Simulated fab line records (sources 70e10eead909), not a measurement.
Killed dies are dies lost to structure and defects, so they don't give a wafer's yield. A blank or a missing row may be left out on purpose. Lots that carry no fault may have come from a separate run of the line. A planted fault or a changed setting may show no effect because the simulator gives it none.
fab line records	flow nand-harc
record: lots: 6	wafers: 18	last-day: 23
route steps=1159 shown A_SGD_CUT@750 END@1159
lots untouched by any fault: they come from a run of this same line in which no faults occurred
start-h: the number of hours between the record's first day and the start of the first shown wafer of the lot	wait-h: hours elapsed since this lot's preceding step	" unchanged from the row above	L1.1+2: one row covering several wafers at once	- no value, or no start given	* or withheld: withheld	< > ~ a bound
route shown NAME@n: names a module that has steps shown in the file, with the first one's number in the route	usual: mean/standard deviation taken from wafers without a fault	same: alike in all rows	chamber/n: place in a boat	sites: per-site readings	_std_site: the values' standard deviation	_edge_site: outer sites' mean less inner sites'	radius-mm: how far each site lies from the wafer's centre	mask NAME#n: copy n	behind: the most recent tool/chamber to have shaped the wafer	hold: cause of the lot's hold/its duration in hours/its outcome	device: which transistor (n, p or np) failed to switch	end of line: the route-end tests of the same wafers	a step with no rows: only its recipe	killed: dies lost to structure and defects at the first sort, not the wafer's yield	map: dies across one wafer; x = killed, . = not, _ = none there
set.NAME: the setting as run; set.NAME@STEP: as run at that earlier step	model.NAME: the simulator's own value behind a step, which no gauge read
a table for each step, a row for each wafer; lots at some steps of the route
services: from which hour (start-h, from the record's first day; less than 0 if before it) a tool's chamber was out of use, for how many hours, and why
== steps ==
step: NHARC_A_SGD_CUT_COAT_56
recipe: temp-c: 260	time-s: 75
step: NHARC_A_SGD_CUT_COAT_57
recipe: temp-c: 225	time-s: 65
step: NHARC_A_SGD_CUT_COAT_03
recipe: spin-rpm: 1500	resist-thk-nm: 90
step: NHARC_A_SGD_CUT_SOFTBAKE_04
recipe: temp-c: 105	time-s: 55
step: NHARC_A_SGD_CUT_EBR_05
step: NHARC_A_SGD_CUT_EXPOSE_06
recipe: na: 1.35	dose-mj: 85.59	mask-id: SGD
step: NHARC_A_SGD_CUT_PEB_07
recipe: peb-temp-c: 100	peb-time-s: 65
step: NHARC_A_SGD_CUT_DEVELOP_08
recipe: develop-time-s: 35	dev-temp-c: 23
step: NHARC_A_SGD_CUT_CD_MEAS_09
recipe: target-cd-nm: 100	landing-energy-ev: 500
usual: cd-nm: 99.8/0.61
lot.wafer	tool	chamber	start-h	wait-h	cd-nm
L878.1	cd-sem-01	0	333.63	-	101.0
L878.3	"	0	"	"	100.9
L878.5	"	0	"	"	99.6
L882.1	cd-sem-01	0	353.69	-	100.0
L882.3	"	0	"	"	98.8
L882.5	"	0	"	"	99.6
L889.1	cd-sem-03	0	376.86	-	100.2
L889.3	"	0	"	"	99.4
L889.6	"	0	"	"	99.8
L888.2	cd-sem-03	0	391.42	-	99.4
L888.4	"	0	"	"	99.8
L888.6	"	0	"	"	100.1
L894.1	cd-sem-02	0	404.89	-	100.0
L894.2	"	0	"	"	99.7
L894.4	"	0	"	"	100.0
L896.1	cd-sem-03	0	406.33	-	98.4
L896.3	"	0	"	"	99.5
L896.5	"	0	"	"	100.2
step: NHARC_A_SGD_CUT_OVL_MEAS_10
usual: overlay-x-nm: 0.0/0.99	overlay-y-nm: 0.3/0.92
lot.wafer	tool	chamber	start-h	wait-h	overlay-x-nm	overlay-y-nm
L878.1	overlay-01	-	333.72	-	-1.7	2.2
L878.3	"	-	"	"	-1.3	1.4
L878.5	"	-	"	"	-1.7	1.6
L882.1	overlay-02	-	353.78	-	-0.7	0.2
L882.3	"	-	"	"	-0.8	0.2
L882.5	"	-	"	"	-0.8	-0.3
L889.1	overlay-01	-	376.94	-	-1.4	0.1
L889.3	"	-	"	"	-2.2	-0.1
L889.6	"	-	"	"	-2.7	0.2
L888.2	overlay-01	-	391.50	-	0.2	-0.6
L888.4	"	-	"	"	1.1	0.0
L888.6	"	-	"	"	0.6	-0.5
L894.1	overlay-02	-	404.97	-	0.9	0.1
L894.2	"	-	"	"	0.8	0.5
L894.4	"	-	"	"	1.1	0.1
L896.1	overlay-02	-	406.42	-	0.3	-2.3
L896.3	"	-	"	"	0.9	-2.4
L896.5	"	-	"	"	1.0	-2.2
step: NHARC_A_SGD_CUT_INSPECT_11
usual: raw-defect-count: 18/8.6
lot.wafer	tool	chamber	start-h	wait-h	raw-defect-count
L878.1	defect-inspect-02	-	333.76	0.0	7
L878.3	"	-	"	"	11
L878.5	"	-	"	"	14
L882.1	defect-inspect-02	-	353.81	0.0	14
L882.3	"	-	"	"	11
L882.5	"	-	"	"	12
L889.1	defect-inspect-01	-	377.00	0.1	28
L889.3	"	-	"	"	24
L889.6	"	-	"	"	25
L888.2	defect-inspect-01	-	391.54	0.0	22
L888.4	"	-	"	"	14
L888.6	"	-	"	"	24
L894.1	defect-inspect-01	-	405.01	0.0	31
L894.2	"	-	"	"	29
L894.4	"	-	"	"	26
L896.1	defect-inspect-02	-	406.45	0.0	25
L896.3	"	-	"	"	31
L896.5	"	-	"	"	31
step: NHARC_A_SGD_CUT_DESCUM_14
recipe: time-s: 3	o2-flow-sccm: 200	ar-flow-sccm: 0	bias-power-w: 0	chemistry: O2
usual: drypump-motor-current-A: 5.6/0.44	oes-product-au: 0.997/0.0091	rf-vpp-V: 57.8/1	showerhead-plenum-p-Torr: 1.90/0.088	throttle-valve-pct: 11.311/0.0087
lot.wafer	tool	chamber	start-h	wait-h	drypump-motor-current-A	oes-product-au	rf-hours-counter-h	rf-vpp-V	showerhead-plenum-p-Torr	throttle-valve-pct
L878.3	rie-diel-01	2	333.83	0.1	5.6	0.999	1	59.1	1.79	11.318
L878.1	"	3	"	"	6.2	0.994	1	56.2	1.95	11.327
L878.5	"	3	"	"	6.2	0.997	-	57.3	1.95	11.323
L882.1	rie-diel-05	0	353.87	0.1	5.3	1.005	1	58.0	1.93	11.309
L882.3	"	3	"	"	5.9	0.999	1	57.9	2.00	11.318
L882.5	"	1	"	"	5.1	0.998	-	59.5	1.97	11.319
L889.1	rie-diel-05	0	377.07	0.1	5.3	1.001	3	58.9	1.93	11.324
L889.3	"	1	"	"	5.2	0.999	3	57.9	1.97	11.299
L889.6	"	0	"	"	5.3	1.005	-	58.7	1.93	11.301
L888.2	rie-diel-05	3	391.60	0.1	5.9	1.006	3	57.6	2.00	11.324
L888.4	"	1	"	"	5.2	0.997	3	58.6	1.97	11.307
L888.6	"	3	"	"	5.9	0.999	-	59.0	2.00	11.318
L894.4	rie-diel-01	1	405.08	0.1	5.4	0.989	10	57.7	1.82	11.303
L894.2	"	2	"	"	5.6	1.003	9	56.6	1.79	11.302
L894.1	"	3	"	"	6.2	1.006	6	59.8	1.95	11.325
L896.3	rie-diel-01	0	406.51	0.1	5.6	1.011	8	58.1	1.86	11.310
L896.1	"	3	"	"	6.2	0.998	6	58.2	1.95	11.310
L896.5	"	1	"	"	5.4	1.002	-	56.7	1.82	11.301
step: NHARC_A_SGD_CUT_ETCH_58
recipe: target-depth-a: 390	over-etch-frac: 0.3	time-s: 65	ion-energy-ev: 80	cf4-flow-sccm: 150	ar-flow-sccm: 0	rf-w: 300	bias-w: 100	chemistry: CF4
usual: drypump-motor-current-A: 5.7/0.45	oes-product-au: 0.998/0.0094	rf-vpp-V: 151.2/1.3	showerhead-plenum-p-Torr: 1.76/0.075	throttle-valve-pct: 13.283/0.0093
lot.wafer	tool	chamber	start-h	wait-h	drypump-motor-current-A	oes-product-au	rf-hours-counter-h	rf-vpp-V	showerhead-plenum-p-Torr	throttle-valve-pct
L878.3	rie-diel-01	2	333.92	0.1	5.6	0.994	1	149.8	1.66	13.272
L878.1	"	1	"	"	5.3	0.992	1	149.6	1.69	13.277
L878.5	"	3	"	"	6.2	0.994	-	152.9	1.80	13.281
L882.3	rie-diel-05	2	353.96	0.1	6.4	0.995	1	148.9	1.71	13.297
L882.1	"	1	"	"	5.1	1.013	1	153.6	1.81	13.295
L882.5	"	3	"	"	5.9	0.991	-	150.7	1.84	13.294
L889.1	rie-diel-05	0	377.15	0.1	5.4	0.823	3	151.2	1.78	13.277
L889.3	"	1	"	"	5.1	0.988	3	151.6	1.81	13.294
L889.6	"	3	"	"	5.9	0.989	-	150.8	1.84	13.279
L888.2	rie-diel-05	2	391.69	0.1	6.5	0.990	3	149.4	1.71	13.276
L888.4	"	0	"	"	5.4	0.819	3	150.8	1.78	13.294
L888.6	"	1	"	"	5.1	0.984	-	151.4	1.81	13.282
L894.2	rie-diel-01	0	405.16	0.1	5.6	1.005	7	151.1	1.73	13.287
L894.1	"	1	"	"	5.4	0.995	10	151.1	1.69	13.289
L894.4	"	3	"	"	6.2	1.000	6	151.6	1.80	13.287
L896.1	rie-diel-01	1	406.61	0.1	5.4	0.998	10	150.4	1.69	13.273
L896.3	"	2	"	"	5.6	1.006	9	148.7	1.66	13.281
L896.5	"	0	"	"	5.6	0.994	-	152.6	1.73	13.278
step: NHARC_A_SGD_CUT_ETCH_59
recipe: target-depth-a: 2600	over-etch-frac: 0.25	time-s: 406.25	ion-energy-ev: 200	n2-flow-sccm: 150	h2-flow-sccm: 150	ar-flow-sccm: 0	rf-w: 400	bias-w: 150	chemistry: N2/H2
usual: drypump-motor-current-A: 5.6/0.46	oes-product-au: 0.998/0.0092	rf-vpp-V: 430.1/2.8	showerhead-plenum-p-Torr: 2.03/0.099	throttle-valve-pct: 14.171/0.0084
lot.wafer	tool	chamber	start-h	wait-h	drypump-motor-current-A	oes-product-au	rf-hours-counter-h	rf-vpp-V	showerhead-plenum-p-Torr	throttle-valve-pct
L878.1	rie-diel-01	1	-	-	5.4	0.979	1	427.2	1.94	14.157
L878.3	"	2	"	"	5.6	0.997	1	427.3	1.91	14.160
L878.5	"	3	"	"	6.2	1.006	-	432.5	2.08	14.155
L882.1	rie-diel-05	1	-	-	5.2	1.000	1	432.4	2.10	14.173
L882.3	"	0	"	"	5.3	1.013	1	431.6	2.06	14.165
L882.5	"	1	"	"	5.1	0.998	-	431.8	2.10	14.170
L889.3	rie-diel-05	3	-	-	5.9	0.999	3	432.4	2.13	14.163
L889.1	"	0	"	"	5.4	1.004	3	431.3	2.06	14.170
L889.6	"	2	"	"	6.5	0.997	-	430.4	1.97	14.174
L888.2	rie-diel-05	0	-	-	5.3	1.012	3	430.9	2.06	14.155
L888.4	"	1	"	"	5.1	0.998	3	431.7	2.10	14.171
L888.6	"	2	"	"	6.4	1.002	-	427.3	1.97	14.164
L894.2	rie-diel-01	1	-	-	5.3	0.994	10	429.2	1.94	14.178
L894.4	"	2	"	"	5.6	0.998	9	426.4	1.90	14.185
L894.1	"	3	"	"	6.3	1.009	6	431.1	2.07	14.166
L896.1	rie-diel-01	2	-	-	5.6	0.999	10	427.2	1.90	14.176
L896.3	"	0	"	"	5.6	1.008	8	429.7	1.99	14.184
L896.5	"	2	"	"	5.6	0.993	-	425.8	1.90	14.168
step: NHARC_END_SORT_01
recipe: temp-c: 25
usual: killed-at-array: 29/9.4	killed-at-other: 0.7/1.3	killed-at-periphery: 2.9/2.1	killed-dies: 32/9	killed-open: 3.3/1.8	killed-short: 1.9/1.4
same: gross-dies: 677
lot.wafer	tool	chamber	start-h	wait-h	hold	killed-at-array	killed-at-other	killed-at-periphery	killed-dies	killed-open	killed-short
L878.1	prober-01	0	479.39	2.5	-	20	0	4	24	2	1
L878.3	prober-01	0	481.00	3.1	-	27	0	3	30	3	3
L878.5	prober-01	0	482.61	3.7	-	29	0	7	36	5	5
L882.1	prober-01	0	495.49	2.5	-	28	0	0	28	3	2
L882.3	prober-01	0	497.09	3.1	-	15	0	1	16	2	3
L882.5	prober-01	0	498.69	3.7	-	18	0	2	20	3	1
L889.1	prober-02	0	511.84	2.5	await-dispo/5.5h/release	491	0	2	493	1	2
L889.3	prober-02	0	513.42	3.1	await-dispo/5.5h/release	47	0	4	51	3	4
L889.6	prober-02	0	515.79	4.0	await-dispo/5.5h/release	33	0	2	35	6	1
L888.2	prober-02	0	520.32	2.8	await-dispo/4.2h/release	33	0	0	33	1	1
L888.4	prober-02	0	521.92	3.4	await-dispo/4.2h/release	535	0	2	537	2	1
L888.6	prober-02	0	523.52	4.0	await-dispo/4.2h/release	37	0	0	37	3	1
L896.1	prober-01	0	547.96	2.5	-	28	0	0	28	4	3
L896.3	prober-01	0	549.56	3.1	-	28	0	2	30	1	3
L896.5	prober-01	0	551.17	3.7	-	24	1	4	29	2	3
L894.1	prober-02	0	548.01	2.5	-	29	2	4	35	3	3
L894.2	prober-02	0	548.79	2.8	-	28	2	3	33	3	2
L894.4	prober-02	0	550.36	3.4	-	26	3	5	34	6	3
killed by level:class
L878.1 A_SLIT:chamber-film-flake=11 P_GATE:chamber-film-flake=3 A_STAIRCASE:chamber-film-flake=2 A_ONON_D1:geometric-particle:short=1 A_CHANNEL_FILL_D1:geometric-particle:open=1 A_CONTACT:geometric-particle:open=1 P_ZERO_WELL:chamber-film-flake=1 A_CHANNEL_HOLE_D1:chamber-film-flake=1
L878.3 A_SLIT:chamber-film-flake=13 A_CHANNEL_HOLE_D1:chamber-film-flake=3 P_GATE:chamber-film-flake=2 A_CHANNEL_FILL_D1:chamber-film-flake=2 A_STAIRCASE:chamber-film-flake=2 A_CONTACT:chamber-film-flake=2 P_CONTACT:geometric-particle:short=1 A_ONON_D1:geometric-particle:open=1
L878.5 A_SLIT:chamber-film-flake=11 A_CHANNEL_HOLE_D1:chamber-film-flake=4 A_CONTACT:chamber-film-flake=4 A_CHANNEL_FILL_D1:chamber-film-flake=3 A_M0:chamber-film-flake=3 P_M0:geometric-particle:short=2 A_CONTACT:geometric-particle:open=2 P_GATE:geometric-particle:short=1
L882.1 A_CHANNEL_HOLE_D1:chamber-film-flake=7 A_STAIRCASE:chamber-film-flake=5 A_SGD_CUT:chamber-film-flake=4 A_WL_FILL:chamber-film-flake=3 A_CONTACT:chamber-film-flake=3 A_ONON_D1:geometric-particle:short=1 A_ONON_D1:geometric-particle:open=1 A_WL_FILL:geometric-particle:short=1
L882.3 A_CHANNEL_HOLE_D1:chamber-film-flake=6 A_CONTACT:chamber-film-flake=3 A_CONTACT:geometric-particle:open=2 A_STAIRCASE:chamber-film-flake=2 P_M0:geometric-particle:short=1 A_CONTACT:geometric-particle:short=1 A_M0:geometric-particle:short=1
L882.5 A_CHANNEL_HOLE_D1:chamber-film-flake=4 A_STAIRCASE:chamber-film-flake=4 A_SGD_CUT:chamber-film-flake=4 A_CONTACT:chamber-film-flake=2 P_M0:geometric-particle:open=1 P_M1:geometric-particle:open=1 A_ONON_D1:geometric-particle:short=1 A_ONON_D1:geometric-particle:open=1
L889.1 A_SGD_CUT:area-etch=446 A_CHANNEL_HOLE_D1:chamber-film-flake=16 A_SLIT:chamber-film-flake=14 A_STAIRCASE:chamber-film-flake=8 A_CONTACT:chamber-film-flake=5 P_M0:geometric-particle:short=1 A_WL_FILL:geometric-particle:short=1 A_M1:geometric-particle:open=1
L889.3 A_SLIT:chamber-film-flake=21 A_CHANNEL_HOLE_D1:chamber-film-flake=8 A_STAIRCASE:chamber-film-flake=6 A_CONTACT:chamber-film-flake=6 P_M0:geometric-particle:open=1 A_ONON_D1:geometric-particle:short=1 A_CHANNEL_FILL_D1:geometric-particle:open=1 A_SGD_CUT:geometric-particle:short=1
L889.6 A_CHANNEL_HOLE_D1:chamber-film-flake=13 A_SLIT:chamber-film-flake=10 A_ONON_D1:geometric-particle:open=3 A_STAIRCASE:chamber-film-flake=2 P_CONTACT:geometric-particle:open=1 A_SGD_CUT:geometric-particle:open=1 A_WL_FILL:geometric-particle:short=1 A_WL_FILL:geometric-particle:open=1
L888.2 A_CHANNEL_HOLE_D1:chamber-film-flake=17 A_SLIT:chamber-film-flake=12 A_CHANNEL_FILL_D1:chamber-film-flake=2 A_SOURCE_PLATE:geometric-particle:short=1 A_ONON_D1:geometric-particle:open=1
L888.4 A_SGD_CUT:area-etch=505 A_SLIT:chamber-film-flake=14 A_CHANNEL_HOLE_D1:chamber-film-flake=10 A_CHANNEL_FILL_D1:chamber-film-flake=2 A_WL_FILL:chamber-film-flake=2 P_CONTACT:geometric-particle:open=1 P_M2:geometric-particle:open=1 A_WL_FILL:geometric-particle:short=1
L888.6 A_SLIT:chamber-film-flake=17 A_CHANNEL_HOLE_D1:chamber-film-flake=14 A_ONON_D1:geometric-particle:open=1 A_CHANNEL_FILL_D1:geometric-particle:open=1 A_SGD_CUT:geometric-particle:open=1 A_WL_FILL:geometric-particle:short=1 A_CHANNEL_FILL_D1:chamber-film-flake=1 A_CONTACT:chamber-film-flake=1
L896.1 A_CHANNEL_HOLE_D1:chamber-film-flake=17 A_CONTACT:chamber-film-flake=3 A_M0:geometric-particle:open=2 A_SOURCE_PLATE:geometric-particle:short=1 A_CHANNEL_FILL_D1:geometric-particle:short=1 A_SGD_CUT:geometric-particle:open=1 A_SGD_CUT:geometric-particle:short=1 A_CONTACT:geometric-particle:open=1
L894.1 A_CHANNEL_HOLE_D1:chamber-film-flake=16 A_CHANNEL_FILL_D1:chamber-film-flake=5 A_CONTACT:chamber-film-flake=3 THIN_TSV:chamber-film-flake=2 P_M0:geometric-particle:open=1 P_M1:geometric-particle:open=1 A_ONON_D1:geometric-particle:open=1 A_ONON_D1:geometric-particle:short=1
L894.2 A_CHANNEL_HOLE_D1:chamber-film-flake=17 A_CONTACT:chamber-film-flake=3 THIN_TSV:chamber-film-flake=2 P_M0:geometric-particle:open=1 A_ONON_D1:geometric-particle:short=1 A_CHANNEL_HOLE_D1:geometric-particle:open=1 A_CHANNEL_FILL_D1:geometric-particle:open=1 A_CONTACT:geometric-particle:short=1
L896.3 A_CHANNEL_HOLE_D1:chamber-film-flake=23 P_M2:geometric-particle:short=1 A_SOURCE_PLATE:geometric-particle:short=1 A_ONON_D1:geometric-particle:open=1 A_WL_FILL:geometric-particle:short=1 P_GATE:chamber-film-flake=1 A_WL_FILL:chamber-film-flake=1 A_CONTACT:chamber-film-flake=1
L894.4 A_CHANNEL_HOLE_D1:chamber-film-flake=12 A_CHANNEL_FILL_D1:chamber-film-flake=3 A_CONTACT:chamber-film-flake=3 THIN_TSV:chamber-film-flake=3 A_ZERO_WELL:chamber-film-flake=2 P_STI:geometric-particle:open=1 P_M0:geometric-particle:short=1 P_M1:geometric-particle:open=1
L896.5 A_CHANNEL_HOLE_D1:chamber-film-flake=20 P_STI:geometric-particle:open=1 P_CONTACT:geometric-particle:short=1 P_M0:geometric-particle:short=1 A_CHANNEL_HOLE_D1:geometric-particle:open=1 A_CHANNEL_FILL_D1:geometric-particle:short=1 P_M2:chamber-film-flake=1 A_STAIRCASE:chamber-film-flake=1
map L888.4 (x killed, . not)
____________x____________
_________.xxxxxx_________
_______xxxxxx..xxx_______
______xxxxxxxxxx.xx______
_____xxxxxx..xxx.xxx_____
____xxxxxxx.xx.xxx.xx____
____xxxx.xx.xxxxx.xxx____
___xxxxx.xxxxx.xx.xx.x___
___xx.xxx.x.x..x...xxx___
__xxxxxxxxxxxx.x.xxxxxx__
__xxxxxxxx..x...xx..xxx__
_xxxxx.....x.x..x.xxxxxx_
_xxxx.xx..xxx.xxx.xxxxxx_
_xxxxxx...xxxxxxx.x.xx.x_
_xxx.x.x.x......x.xx...x_
_xxxxxxxx.xx.x....xxxxxx_
xxx.xxx.xxxxx...xxxx..xxx
xxxxxxxxxxxx.x.xxx.x.xxxx
xxxxxxxxx.x.x.xx.x.xxxxxx
xxxxxxxxxx...x..x.xx.xxxx
xxxxx.x.x..xxxxxx..x.xxxx
_xxxxxxxx.x.xx.xx.x.x.xx_
_xxxxxxx.xxx.....xx.xxxx_
_xxxxxxx.x...xxx.xxxxxxx_
_xxxxxxxxxxx.xxx.xxxxxxx_
_xxxxxxx..xxx.x.x.xxxxxx_
__xxxxxxxxxx.xx.xxxxx.x__
__xxxxxxxx.xxxxxxxxxxxx__
___xxxxx.x.xxxxxxxxxxx___
___xxxxxxxxxxxx.xxxxxx___
____xxxxxx.xx.xxxxxxx____
____xxxxxxxxxxxxxxxxx____
_____xxxxxxxxx.x.xxx_____
______xxxxxx.xxxxxx______
_______xxxxxxxxxxx_______
_________xxxxxxx_________
____________x____________
map L889.1 (x killed, . not)
____________x____________
_________xxxxxxx_________
_______xxxxxxxxxxx_______
______xxxxxxxxxxxxx______
_____xxxxxxxxxxxxxxx_____
____xxxxxxxxxxxx.xxxx____
____xxxxxxxxxx.xxxxxx____
___xxxxxxx..x.xxxxxxxx___
___xxxxxx..xxxxxxxxxxx___
__xxxxxx.xxxx.xx.xxxxxx__
__xxxxxxx..x..xxxxxxxxx__
_xx.xxxxx........xxxxxxx_
_xxxxx.xx...x.x.xxxxxxxx_
_xxxxx.xx..x.x..xxx.xxx._
_xxxxxxx.........x...x.x_
_xxxx.xxxx.....x..xxx.xx_
xxxxxx.xx.......x.x.x.xxx
xxxxxx.xxx......x.....xxx
xx..xxxxx..........xxxxxx
xxxxx.x.x..x.x....xx.xxxx
xxxxxxxxx...x...x...xxxxx
_xxxxxx...x.....xxx.x.xx_
_xxxxx....xxx.....xx.xxx_
_xxxx.x...x.......xx.xxx_
_xxxx.x.xx...x...xxxxxxx_
_xxxxxxx...x..x.x.xxxxxx_
__xxxxx.x.x.xx..xxxxxxx__
__xxxxxx.x.....xxxx.xxx__
___xxxx.xxx..xxx..xxxx___
___xxxx.x.xxxxx.x.xxxx___
____xxxxxx.x.xxxxxxxx____
____xxxxxx.xxxxxxxxxx____
_____xxxxxxxxxxxxxxx_____
______xxxxxxxxxxxxx______
_______xxxxxxxxxxx_______
_________xxxxxxx_________
____________x____________
== services ==
tool	chamber	start-h	hours	kind
rie-diel-05	2	313.88	9.6	repair
rie-diel-01	-	314.80	9.0	pm
rie-diel-01	0	314.80	9.0	vent-cycle
rie-diel-01	1	314.80	9.0	vent-cycle
rie-diel-01	2	314.80	9.0	vent-cycle
rie-diel-01	3	314.80	9.0	vent-cycle
rie-diel-05	0	319.60	-	clean
rie-diel-05	1	319.60	-	clean
rie-diel-05	3	319.60	-	clean
rie-diel-01	0	323.80	-	clean
rie-diel-01	1	323.80	-	clean
rie-diel-01	2	323.80	-	clean
rie-diel-01	3	323.80	-	clean
rie-diel-01	0	332.69	2.6	repair
rie-diel-05	-	340.60	9.0	pm
rie-diel-05	0	340.60	9.0	vent-cycle
rie-diel-05	1	340.60	9.0	vent-cycle
rie-diel-05	2	340.60	9.0	vent-cycle
rie-diel-05	3	340.60	9.0	vent-cycle
rie-diel-01	1	342.34	2.6	repair
rie-diel-01	3	342.38	15.7	repair
rie-diel-01	0	345.56	6.6	repair
rie-diel-01	1	348.30	-	clean
rie-diel-01	2	348.30	-	clean
== key ==
first-sign: step: NHARC_A_SGD_CUT_ETCH_58	reading: oes-product-au	direction: down	sigmas: 19	usual: 0.998	struck: 0.821
effect: step: NHARC_END_SORT_01	reading: killed-dies	direction: up	sigmas: 54	usual: 32	struck: 515
more-kills-born-at: NHARC_A_SGD_CUT_ETCH_58@rie-diel-05: 951
met-at NHARC_A_SGD_CUT_ETCH_58
struck-wafers L888.4,L889.1
later-rows-left-out L888.4,L889.1
tester-left-out L888,L889
fault: kind: process-parameter-drift	tool: rie-diel-05	chamber: 0	onset-h: 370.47	steps: NHARC_A_SGD_CUT_ETCH_58	channel: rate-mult	offset: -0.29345	shape: step	end-h: 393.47
tester-left-out: of these lots the tester's yield and bins aren't shown, on N5 and GAA mostly nor the transistor test; their killed dies are dies lost to structure and defects alone, not to doping, threshold or leakage, so they don't give the yield
later-rows-left-out: the simulator's readings of these wafers behind a module that went badly wrong aren't trusted and aren't shown, but for the sort
